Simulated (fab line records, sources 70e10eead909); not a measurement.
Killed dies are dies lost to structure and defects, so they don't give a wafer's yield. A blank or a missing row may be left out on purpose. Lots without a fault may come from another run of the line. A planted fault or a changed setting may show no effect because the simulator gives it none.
fab line records | flow nand_harc
record lots=6 wafers=18 last_day=33
route steps=1302 shown A_CONTACT@1074 A_BLC@1107 END@1302
lots that met no fault: from a run of the same line without faults
start_h: hours from the record's first day to the start of the lot's first wafer shown | wait_h: hours since the lot's step before | " the same as in the row above | L1.1+2: a row that stands for several wafers | - no value, or no start given | * or withheld: withheld | < > ~ a bound
route shown NAME@n: a module of which the file shows steps, and the number in the route of the first | usual: mean/standard deviation of fault-free wafers | same: alike in all rows | chamber/n: place in a boat | sites: the reading at each site | _std_site: their standard deviation | _edge_site: outer sites' mean less inner sites' | radius_mm: how far each site lies from the wafer's centre | mask NAME#n: copy n | behind: the tool/chamber that last shaped the wafer | hold: why the lot was held/for how many hours/how that ended | device: the transistor (n, p or np) that didn't switch | end of line: the same wafers' tests at the end of the route | a step without rows: its recipe alone | killed: dies lost to structure and defects at the first sort, not the wafer's yield | map: a wafer's dies, x killed, . not, _ none there
set.NAME: the setting as run; set.NAME@STEP: as run at that earlier step | model.NAME: the simulator's own value behind a step, which no gauge read
lots at some steps of the route; a table a step, a row a wafer
services: from which hour (start_h, from the record's first day; less than 0 if before it) a tool's chamber was out of use, for how many hours, and why
## steps
# step NHARC_A_CONTACT_EBR_04
# step NHARC_A_CONTACT_EXPOSE_05
# recipe na=1.35 sigma_outer=0.8 dose_mj=84.24 mask_id=A_CC
# step NHARC_A_CONTACT_PEB_06
# recipe peb_temp_c=100 peb_time_s=65
# step NHARC_A_CONTACT_DEVELOP_07
# recipe develop_time_s=35 dev_temp_c=23
# step NHARC_A_CONTACT_CD_MEAS_08
# recipe target_cd_nm=200 landing_energy_ev=500
# usual cd_nm=200.1/0.62
# columns lot.wafer tool chamber start_h wait_h cd_nm
L447.2 cd_sem-03 0 575.07 - 200.5
L447.5 " 0 " " 201.4
L447.6 " 0 " " 200.0
L450.1 cd_sem-01 0 593.84 - 200.4
L450.4 " 0 " " 200.6
L450.6 " 0 " " 201.2
L458.2 cd_sem-01 0 669.04 - 199.1
L458.4 " 0 " " 199.7
L458.6 " 0 " " 199.5
L462.1 cd_sem-02 0 718.19 - 199.8
L462.3 " 0 " " 199.7
L462.4 " 0 " " 199.5
L463.3 cd_sem-01 0 721.24 - 199.4
L463.5 " 0 " " 199.7
L463.6 " 0 " " 200.0
L465.1 cd_sem-01 0 736.72 - 199.8
L465.2 " 0 " " 200.2
L465.6 " 0 " " 199.2
# step NHARC_A_CONTACT_OVL_MEAS_09
# usual overlay_x_nm=-0.1/0.91 overlay_y_nm=-0.2/0.85
# columns lot.wafer tool chamber start_h wait_h overlay_x_nm overlay_y_nm
L447.2 overlay-02 - 575.16 - 0.6 -1.4
L447.5 " - " " -0.1 -1.8
L447.6 " - " " 0.0 -1.7
L450.1 overlay-01 - 593.92 - -0.7 -1.1
L450.4 " - " " -0.1 -0.7
L450.6 " - " " -0.4 -1.1
L458.2 overlay-02 - 669.13 - -0.6 0.9
L458.4 " - " " -0.3 0.3
L458.6 " - " " -1.0 1.7
L462.1 overlay-02 - 718.28 - 0.0 0.2
L462.3 " - " " 0.0 0.3
L462.4 " - " " 0.2 0.4
L463.3 overlay-02 - 721.32 - 0.4 -1.3
L463.5 " - " " 0.7 -1.5
L463.6 " - " " 0.6 -0.7
L465.1 overlay-02 - 736.81 - -0.5 0.7
L465.2 " - " " -0.8 0.4
L465.6 " - " " -0.4 0.5
# step NHARC_A_CONTACT_INSPECT_10
# usual raw_defect_count=78/37
# columns lot.wafer tool chamber start_h wait_h raw_defect_count
L447.2 defect_inspect-02 - 575.19 0.0 40
L447.5 " - " " 40
L447.6 " - " " 33
L450.1 defect_inspect-02 - 593.96 0.0 81
L450.4 " - " " 72
L450.6 " - " " 65
L458.2 defect_inspect-02 - 669.16 0.0 113
L458.4 " - " " 124
L458.6 " - " " 112
L462.1 defect_inspect-01 - 718.31 0.0 125
L462.3 " - " " 125
L462.4 " - " " 102
L463.3 defect_inspect-02 - 721.36 0.0 20
L463.5 " - " " 24
L463.6 " - " " 15
L465.1 defect_inspect-02 - 736.85 0.0 55
L465.2 " - " " 62
L465.6 " - " " 54
# step NHARC_A_CONTACT_DESCUM_13
# recipe time_s=3 o2_flow_sccm=200 ar_flow_sccm=0 bias_power_w=0 chemistry=O2
# step NHARC_A_CONTACT_ETCH_88
# recipe target_depth_a=390 over_etch_frac=0.3 time_s=65 ion_energy_ev=80 cf4_flow_sccm=150 ar_flow_sccm=0 rf_w=300 bias_w=100 chemistry=CF4
# step NHARC_A_CONTACT_ETCH_89
# recipe target_depth_a=2600 over_etch_frac=0.3 time_s=475.3 ion_energy_ev=200 n2_flow_sccm=150 h2_flow_sccm=150 ar_flow_sccm=0 rf_w=400 bias_w=150 chemistry=N2/H2
# step NHARC_A_CONTACT_ETCH_30
# recipe target_depth_a=726 time_s=36.3 cf4_flow_sccm=100 chf3_flow_sccm=30 ar_flow_sccm=0 rf_w=500 bias_w=200 chemistry=CF4/CHF3
# usual drypump_motor_current_A=5.81/0.25 oes_product_au=0.934/0.021 rf_vpp_V=370.9/2 showerhead_plenum_p_Torr=1.58/0.054 throttle_valve_pct=16.804/0.01
# columns lot.wafer tool chamber start_h wait_h drypump_motor_current_A oes_product_au rf_hours_counter_h rf_vpp_V showerhead_plenum_p_Torr throttle_valve_pct
L447.2 rie_diel-01 1 - - 6.10 0.961 4 370.4 1.54 16.811
L447.6 " 2 " " 5.84 0.937 - 373.3 1.67 16.811
L447.5 " 3 " " 5.64 0.964 - 374.4 1.66 16.801
L450.1 rie_diel-05 2 - - 6.08 0.979 0 368.6 1.50 16.802
L450.4 " 0 " " 5.71 0.981 0 370.1 1.58 16.819
L450.6 " 1 " " 6.00 0.947 - 370.1 1.59 16.799
L458.4 rie_diel-05 0 - - 5.70 0.926 19 369.5 1.58 16.793
L458.2 " 3 " " 5.69 0.916 16 373.3 1.63 16.805
L458.6 " 1 " " 5.97 0.907 - 371.1 1.59 16.795
L462.3 rie_diel-05 2 - - 6.03 0.929 28 366.3 1.49 16.815
L462.4 " 3 " " 5.70 0.911 28 373.4 1.62 16.807
L462.1 " 0 " " 5.69 0.922 31 371.5 1.57 16.800
L463.3 rie_diel-01 2 - - 5.86 0.927 55 372.2 1.65 16.814
L463.6 " 2 " " 5.83 0.929 - 374.5 1.66 16.805
L463.5 " 3 " " 5.62 0.940 - 371.5 1.65 16.809
L465.2 rie_diel-05 2 - - 6.13 0.939 31 367.6 1.49 16.792
L465.1 " 3 " " 5.71 0.920 31 373.1 1.62 16.780
L465.6 " 1 " " 5.97 0.926 - 370.5 1.59 16.803
# step NHARC_A_CONTACT_ETCH_31
# recipe target_depth_a=28000 over_etch_frac=0.3 time_s=728 ion_energy_ev=150 o2_flow_sccm=400 cos_flow_sccm=20 ar_flow_sccm=0 rf_w=500 bias_w=300 chemistry=O2/COS
# step NHARC_A_CONTACT_ETCH_134
# recipe source_w=withheld pressure_mtorr=20 bias_v=withheld time_s=140 target_depth_a=7000 ar_flow_sccm=withheld c4f8_flow_sccm=withheld o2_flow_sccm=withheld chemistry=C4F8/O2/Ar
# usual oes_air_line_au=1.004/0.021
# columns lot.wafer tool chamber start_h wait_h oes_air_line_au rf_hours_counter_h
L447.2 har_cap_etch-03 0 576.58 - 0.997 54
L447.6 " 1 " " 1.030 -
L447.5 " 0 " " 0.944 -
L450.1 har_cap_etch-03 0 595.22 - 1.022 59
L450.4 " 1 " " 0.989 -
L450.6 " 1 " " 1.014 -
L458.2 har_cap_etch-03 0 670.34 - 1.012 72
L458.4 " 0 " " 1.027 -
L458.6 " 0 " " 1.011 -
L462.1 har_cap_etch-01 0 719.49 - 0.995 39
L462.4 " 0 " " 1.015 -
L462.3 " 1 " " 1.014 -
L463.3 har_cap_etch-01 0 723.01 - 1.008 -
L463.6 " 1 " " 1.025 -
L463.5 " 0 " " 0.977 -
L465.1 har_cap_etch-03 0 738.05 - 1.032 83
L465.2 " 1 " " 1.014 83
L465.6 " 0 " " 1.017 -
# step NHARC_A_CONTACT_ETCH_135
# recipe source_w=withheld pressure_mtorr=20 bias_v=1200 time_s=311 target_depth_a=19120 ar_flow_sccm=withheld c4f8_flow_sccm=withheld o2_flow_sccm=withheld chemistry=C4F8/O2/Ar
# usual oes_air_line_au=1.001/0.022
# columns lot.wafer tool chamber start_h wait_h oes_air_line_au rf_hours_counter_h
L447.2 har_cap_etch-03 0 576.80 0.2 0.982 54
L447.6 " 1 " " 1.023 -
L447.5 " 0 " " 0.987 -
L450.1 har_cap_etch-03 0 595.44 0.2 0.989 59
L450.4 " 1 " " 0.991 -
L450.6 " 1 " " 0.985 -
L458.2 har_cap_etch-03 0 670.54 0.2 0.970 72
L458.4 " 0 " " 0.990 -
L458.6 " 0 " " 0.978 -
L462.1 har_cap_etch-01 0 719.69 0.2 0.978 39
L462.4 " 0 " " 0.974 -
L462.3 " 1 " " 1.018 -
L463.3 har_cap_etch-01 0 723.24 0.2 0.997 -
L463.6 " 1 " " 0.994 -
L463.5 " 0 " " 0.985 -
L465.1 har_cap_etch-03 0 738.25 0.2 0.979 83
L465.2 " 1 " " 1.028 83
L465.6 " 0 " " 1.007 -
# step NHARC_A_CONTACT_ETCH_136
# recipe source_w=withheld pressure_mtorr=20 bias_v=1200 time_s=311 target_depth_a=19120 ar_flow_sccm=withheld c4f8_flow_sccm=withheld o2_flow_sccm=withheld chemistry=C4F8/O2/Ar
# step NHARC_A_CONTACT_ETCH_137
# recipe source_w=withheld pressure_mtorr=20 bias_v=1200 time_s=311 target_depth_a=19120 ar_flow_sccm=withheld c4f8_flow_sccm=withheld o2_flow_sccm=withheld chemistry=C4F8/O2/Ar
# step NHARC_A_CONTACT_ETCH_138
# recipe source_w=withheld pressure_mtorr=20 bias_v=1200 time_s=311 target_depth_a=19140 ar_flow_sccm=withheld c4f8_flow_sccm=withheld o2_flow_sccm=withheld chemistry=C4F8/O2/Ar
# step NHARC_A_CONTACT_ETCH_139
# recipe source_w=withheld pressure_mtorr=20 bias_v=400 time_s=195 target_depth_a=8400 ar_flow_sccm=withheld c4f8_flow_sccm=11.5 o2_flow_sccm=7.2 chemistry=C4F8/O2/Ar
# step NHARC_A_CONTACT_ETCH_92
# recipe target_depth_a=400 over_etch_frac=0.5 time_s=85.7 ion_energy_ev=120 ch3f_flow_sccm=50 o2_flow_sccm=30 ar_flow_sccm=200 rf_w=500 bias_w=100 chemistry=CH3F/O2
# step NHARC_A_CONTACT_ETCH_98
# recipe target_depth_a=200 over_etch_frac=0.5 time_s=10 ion_energy_ev=250 c4f6_flow_sccm=25 o2_flow_sccm=20 ar_flow_sccm=500 rf_w=600 bias_w=500 chemistry=C4F6/O2
# usual drypump_motor_current_A=5.8/0.31 o2_flow_sccm=19.99/0.061 oes_product_au=0.952/0.019 rf_vpp_V=547.7/2.8 showerhead_plenum_p_Torr=3.96/0.13 throttle_valve_pct=26.904/0.0083
# columns lot.wafer tool chamber start_h wait_h drypump_motor_current_A o2_flow_sccm oes_product_au rf_hours_counter_h rf_vpp_V showerhead_plenum_p_Torr throttle_valve_pct
L447.2 rie_diel-05 3 - - 5.7 20.06 0.965 30 550.4 4.06 26.907
L447.5 " 3 " " 5.7 19.98 0.961 - 550.7 4.06 26.895
L447.6 " 0 " " 5.7 19.96 0.967 - 548.4 3.94 26.908
L450.1 rie_diel-01 0 - - 4.7 19.91 0.933 12 545.6 3.89 26.913
L450.4 " 1 " " 6.1 19.84 0.969 13 544.3 3.83 26.903
L450.6 " 1 " " 6.1 20.06 0.974 - 546.6 3.83 26.907
L458.4 rie_diel-01 3 - - 5.6 19.99 0.967 33 551.1 4.11 26.905
L458.2 " 0 " " 4.7 19.90 0.957 37 544.8 3.88 26.908
L458.6 " 1 " " 6.1 20.03 0.962 - 544.9 3.82 26.897
L462.3 rie_diel-05 3 - - 5.7 20.05 0.960 29 550.2 4.04 26.894
L462.4 " 0 " " 5.7 19.95 0.946 31 547.0 3.92 26.907
L462.1 " 1 " " 6.0 20.00 0.943 26 547.6 3.96 26.899
L463.3 rie_diel-05 1 - - 6.0 20.02 0.936 27 548.2 3.95 26.910
L463.5 " 1 " " 6.0 20.01 0.933 - 546.2 3.95 26.913
L463.6 " 2 " " 6.1 19.98 0.958 - 542.8 3.73 26.907
L465.2 rie_diel-10 1 - - 5.8 19.98 0.954 41 548.1 3.88 26.915
L465.1 " 2 " " 5.4 19.98 0.955 39 550.5 4.17 26.901
L465.6 " 1 " " 5.8 20.04 0.949 - 546.5 3.88 26.905
# step NHARC_A_CONTACT_CD_MEAS_15
# usual cd_nm=190.1/0.66
# columns lot.wafer tool chamber start_h wait_h cd_nm
L447.2 cd_sem-02 - 578.61 - 190.1
L447.5 " - " " 189.8
L447.6 " - " " 191.1
L450.1 cd_sem-03 - 597.25 - 189.7
L450.4 " - " " 189.8
L450.6 " - " " 188.5
L458.2 cd_sem-01 - 672.41 - 189.7
L458.4 " - " " 190.4
L458.6 " - " " 190.8
L462.1 cd_sem-01 - 721.60 - 190.4
L462.3 " - " " 190.0
L462.4 " - " " 191.1
L463.3 cd_sem-02 - 724.97 - 189.6
L463.5 " - " " 190.2
L463.6 " - " " 189.8
L465.1 cd_sem-03 - 740.11 - 190.0
L465.2 " - " " 189.1
L465.6 " - " " 190.2
# step NHARC_A_CONTACT_STRIP_107
# recipe n2_flow_sccm=150 h2_flow_sccm=150 ar_flow_sccm=0 bias_w=0 chemistry=N2/H2
# step NHARC_A_CONTACT_STRIP_108
# recipe cf4_flow_sccm=100 chf3_flow_sccm=30 ar_flow_sccm=0 bias_w=0 chemistry=CF4/CHF3
# step NHARC_A_CONTACT_STRIP_109
# recipe o2_flow_sccm=400 cos_flow_sccm=20 ar_flow_sccm=0 bias_w=0 chemistry=O2/COS
# step NHARC_A_CONTACT_ETCH_110
# recipe target_depth_a=600 overetch_a=60 time_s=33 ion_energy_ev=100 cf4_flow_sccm=80 o2_flow_sccm=20 ar_flow_sccm=0 rf_w=300 bias_w=100 chemistry=CF4/O2
# step NHARC_A_CONTACT_STRIP_26
# recipe o2_flow_sccm=500 ar_flow_sccm=0 bias_w=0 chemistry=O2
# step NHARC_A_CONTACT_STRIP_27
# recipe time_s=600 temp_c=30 chemistry=post_etch_residue_remover
# step NHARC_A_CONTACT_ALD_18
# recipe target_thk_a=30 pulse_time_s=1 ald_cycles=150 temp_c=450 material=TiN
# step NHARC_A_CONTACT_CVD_19
# recipe target_thk_a=3000 temp_c=300 pressure_torr=40 wf6_flow_sccm=40 h2_flow_sccm=1600 ar_flow_sccm=1560 time_s=802 material=W
# usual heater_power_w=451/13 throttle_valve_pct=7.91/0.28
# columns lot.wafer tool chamber start_h wait_h heater_power_w throttle_valve_pct
L447.2 cvd_w-01 1 - - 437 7.92
L447.5 " 1 " " 437 7.67
L447.6 " 0 " " 450 8.49
L450.1 cvd_w-01 0 - - 454 8.12
L450.4 " 0 " " 459 8.18
L450.6 " 1 " " 432 8.00
L458.2 cvd_w-01 1 - - 437 7.96
L458.4 " 1 " " 430 8.07
L458.6 " 1 " " 436 8.07
L462.1 cvd_w-01 0 - - 453 8.37
L462.3 " 0 " " 457 8.26
L462.4 " 1 " " 438 8.25
L463.3 cvd_w-02 1 - - 468 7.43
L463.6 " 1 " " 456 7.35
L463.5 " 0 " " 484 7.78
L465.2 cvd_w-01 0 - - 445 8.06
L465.1 " 1 " " 457 7.67
L465.6 " 0 " " 438 8.30
# step NHARC_A_CONTACT_CMP_20
# recipe t_overpolish_s=30 target_thk_nm=300
# usual motor_current_A=12.5/1.3 overpolish_run_s=30.001/0.0098 slurry_filter_dp_kPa=13.50/0.13 slurry_flow_ml_min=150.0/0.46 time_to_endpoint_s=61/3.2
# same t_overpolish_s=30
# columns lot.wafer tool chamber start_h wait_h motor_current_A overpolish_run_s slurry_filter_dp_kPa slurry_flow_ml_min time_to_endpoint_s
L447.2 cmp-02 2 580.65 0.8 11.5 29.999 13.53 150.0 57
L447.6 " 2 " " 10.6 29.997 13.56 149.7 57
L447.5 " 3 " " 10.6 30.008 13.57 150.0 56
L450.1 cmp-01 0 599.29 0.8 13.2 30.008 13.54 149.8 62
L450.4 " 1 " " 15.2 30.021 13.43 149.7 66
L450.6 " 1 " " 14.8 30.004 13.46 150.6 61
L458.4 cmp-04 1 674.48 0.6 11.7 30.000 13.68 150.0 57
L458.2 " 2 " " 13.9 30.009 13.53 149.6 61
L458.6 " 3 " " 12.1 29.996 13.58 149.7 58
L462.4 cmp-02 1 723.98 0.4 13.4 30.013 13.58 150.3 59
L462.3 " 2 " " 11.6 30.003 13.19 149.5 60
L462.1 " 3 " " 11.1 29.994 13.35 149.6 59
L463.3 cmp-04 1 727.00 0.5 11.4 30.008 13.51 149.7 56
L463.6 " 1 " " 11.7 30.011 13.28 149.8 55
L463.5 " 2 " " 14.1 29.992 13.29 149.9 60
L465.2 cmp-01 2 742.19 0.8 12.9 29.989 13.05 150.7 63
L465.1 " 3 " " 14.7 30.019 13.54 150.5 60
L465.6 " 0 " " 13.4 30.003 13.55 149.4 61
# step NHARC_A_CONTACT_SRD_22
# step NHARC_A_BLC_DEHYDRATE_00
# recipe temp_c=150 time_s=120
# step NHARC_A_BLC_HMDS_01
# recipe time_s=30
# step NHARC_A_BLC_COAT_02
# recipe temp_c=260 time_s=75
# step NHARC_A_BLC_COAT_03
# recipe temp_c=225 time_s=65
# step NHARC_A_BLC_COAT_04
# recipe spin_rpm=1500 resist_thk_nm=90
# step NHARC_A_BLC_SOFTBAKE_05
# recipe temp_c=105 time_s=55
# step NHARC_A_BLC_EBR_06
# step NHARC_A_BLC_EXPOSE_07
# recipe na=1.35 target_cd_nm=100 dose_mj=67.97 mask_id=A_BLC
# step NHARC_A_BLC_PEB_08
# recipe peb_temp_c=100 peb_time_s=65
# step NHARC_END_SORT_01
# recipe temp_c=25
# usual killed_at_array=58/22 killed_at_other=1.0/1.3 killed_at_periphery=5/3.4 killed_dies=64/22 killed_open=3.6/1.8 killed_short=2.4/1.7
# same gross_dies=677
# columns lot.wafer tool chamber start_h wait_h killed_at_array killed_at_other killed_at_periphery killed_dies killed_open killed_short
L447.2 prober-01 0 631.67 2.8 118 2 2 122 1 0
L447.5 prober-01 0 634.08 3.7 121 3 2 126 4 0
L447.6 prober-01 0 634.88 4.0 120 3 2 125 2 2
L450.1 prober-01 0 646.96 2.5 150 0 2 152 5 3
L450.4 prober-01 0 649.39 3.4 145 1 3 149 3 6
L450.6 prober-01 0 651.00 4.0 106 0 5 111 3 2
# killed by level:class
L447.2 A_CONTACT:unspecified=88 A_CHANNEL_HOLE_D2:chamber_film_flake=11 A_STAIRCASE:chamber_film_flake=9 A_CHANNEL_HOLE_D1:chamber_film_flake=4 A_CONTACT:chamber_film_flake=2 THIN_TSV:chamber_film_flake=2 A_ONON_D1:geometric_particle:open=1 P_ZERO_WELL:chamber_film_flake=1
L447.5 A_CONTACT:unspecified=93 A_CHANNEL_HOLE_D2:chamber_film_flake=12 A_STAIRCASE:chamber_film_flake=6 A_CONTACT:chamber_film_flake=4 THIN_TSV:chamber_film_flake=3 A_CHANNEL_HOLE_D1:chamber_film_flake=2 P_CONTACT:geometric_particle:open=1 P_M0:geometric_particle:open=1
L447.6 A_CONTACT:unspecified=90 A_CHANNEL_HOLE_D2:chamber_film_flake=9 A_CONTACT:chamber_film_flake=8 A_CHANNEL_HOLE_D1:chamber_film_flake=3 A_STAIRCASE:chamber_film_flake=3 THIN_TSV:chamber_film_flake=3 A_SLIT:chamber_film_flake=2 A_ONON_D1:geometric_particle:short=1
L450.1 A_CONTACT:unspecified=87 A_SLIT:chamber_film_flake=29 A_CHANNEL_HOLE_D2:chamber_film_flake=16 A_CHANNEL_HOLE_D1:chamber_film_flake=6 A_WL_FILL:chamber_film_flake=3 A_CONTACT:chamber_film_flake=2 P_GATE:geometric_particle:open=1 A_CHANNEL_HOLE_D1:geometric_particle:short=1
L450.4 A_CONTACT:unspecified=96 A_SLIT:chamber_film_flake=21 A_CHANNEL_HOLE_D2:chamber_film_flake=8 A_CHANNEL_HOLE_D1:chamber_film_flake=5 A_CONTACT:chamber_film_flake=5 A_WL_FILL:geometric_particle:short=2 P_CONTACT:geometric_particle:open=1 P_M1:geometric_particle:short=1
L450.6 A_CONTACT:unspecified=84 A_CONTACT:chamber_film_flake=8 A_SLIT:chamber_film_flake=6 A_CHANNEL_HOLE_D2:chamber_film_flake=3 P_STI:chamber_film_flake=2 A_CHANNEL_HOLE_D1:chamber_film_flake=2 P_GATE:geometric_particle:open=1 P_CONTACT:geometric_particle:open=1
# map L447.5 (x killed, . not)
____________.____________
_________......._________
_______..........._______
______.............______
_____x.............._____
____..x..............____
____x................____
___x.x................___
___xxxx...............___
__xxxxx................__
__xxxxxxx..............__
_xxxxxxx................_
_xxxxxxxx..............._
_xxxxxxx.....x.....x...._
_xxxxxxx................_
_xxxxxxxx..............._
xxxxxxxxx......x.........
xxxxxxxx.x..........x....
xxxxxxxxx................
..xxxxxx.................
.xxxx.x.......x..........
_..x....x..............._
_x......................_
_.............x........._
_.............x..x......_
_..........x..x....x...._
__........xxx...x......__
__.......x....xx.......__
___........x....xx..x.___
___..........x........___
____.......x........x____
____.................____
_____..............._____
______.............______
_______.x........._______
_________......x_________
____________.____________
# map L450.1 (x killed, . not)
____________.____________
_________......._________
_______..........._______
______.............______
_____..............._____
____.................____
____.................____
___.x...x.............___
___..xx..............x___
__x.xxx.x..............__
__xxxxxxx..............__
_xxxxxxx...........x...._
_xxxxxxxx..............._
_xxxxxxxx..............._
_xxxxxxxx..............._
_xxxxxxxx..............._
xxxxxxx.x.x.x............
.xxxxxxxx................
.xxxxxxx.................
x.xxxx........x..........
...xxx.x.................
_..xxx...x.............._
_..xxx.................._
_.xxx.x...x..xxx........_
_xx.xxx..x...xx........._
_x..xxx..........x.....x_
__xx.xx..x..xx.........__
__xxxx....x.xxxxx......__
___.x.x.....xxx.......___
___x..x...x...........___
____.x.x.....x.x.....____
____....x............____
_____..............._____
______.............______
_______.x........._______
_________......._________
____________.____________
## services
# columns tool chamber start_h hours kind
rie_diel-01 - 557.96 9.0 pm
cmp-02 - 562.43 0.7 repair
cmp-02 - 565.38 4.0 pm
cmp-01 - 579.18 4.0 pm
rie_diel-05 - 584.22 9.0 pm
cmp-04 - 601.29 4.0 pm
cmp-04 - 614.39 1.5 repair
cmp-02 - 617.78 2.6 repair
cmp-04 - 634.66 4.2 repair
rie_diel-01 3 636.36 2.6 repair
cvd_w-01 - 637.65 0.9 repair
cmp-02 - 639.23 0.5 repair
rie_diel-05 0 641.73 1.7 repair
cmp-04 - 652.25 1.1 repair
cmp-02 - 659.27 5.8 repair
cmp-02 - 665.12 4.0 pm
rie_diel-01 3 676.46 1.4 repair
cmp-01 - 677.20 4.0 pm
rie_diel-05 1 684.98 12.2 repair
cmp-02 - 686.10 0.9 repair
cmp-04 - 699.29 4.0 pm
rie_diel-01 - 724.20 8.3 repair
cvd_w-01 - 728.00 13.0 pm
rie_diel-01 - 734.96 9.0 pm
## key
first_sign step=NHARC_END_SORT_01 reading=killed_at_array direction=up sigmas=3.1 usual=58 struck=127
effect step=NHARC_END_SORT_01 reading=killed_dies direction=up sigmas=3.1 usual=64 struck=131
more_kills_born_at NHARC_A_CONTACT_ETCH_134@har_cap_etch-03=538
met_at NHARC_A_CONTACT_ETCH_134
struck_wafers L447.2,L447.5,L447.6,L450.1,L450.4,L450.6
tester_left_out L447,L450
fault kind=chamber_particle_source tool=har_cap_etch-03 chamber=- onset_h=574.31 steps=NHARC_A_CONTACT_ETCH_134 rate_per_visit_cm2=1.1766 end_h=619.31
# tester_left_out: of these lots the tester's yield and bins aren't shown, on N5 and GAA mostly nor the transistor test; their killed dies are dies lost to structure and defects alone, not to doping, threshold or leakage, so they don't give the yield
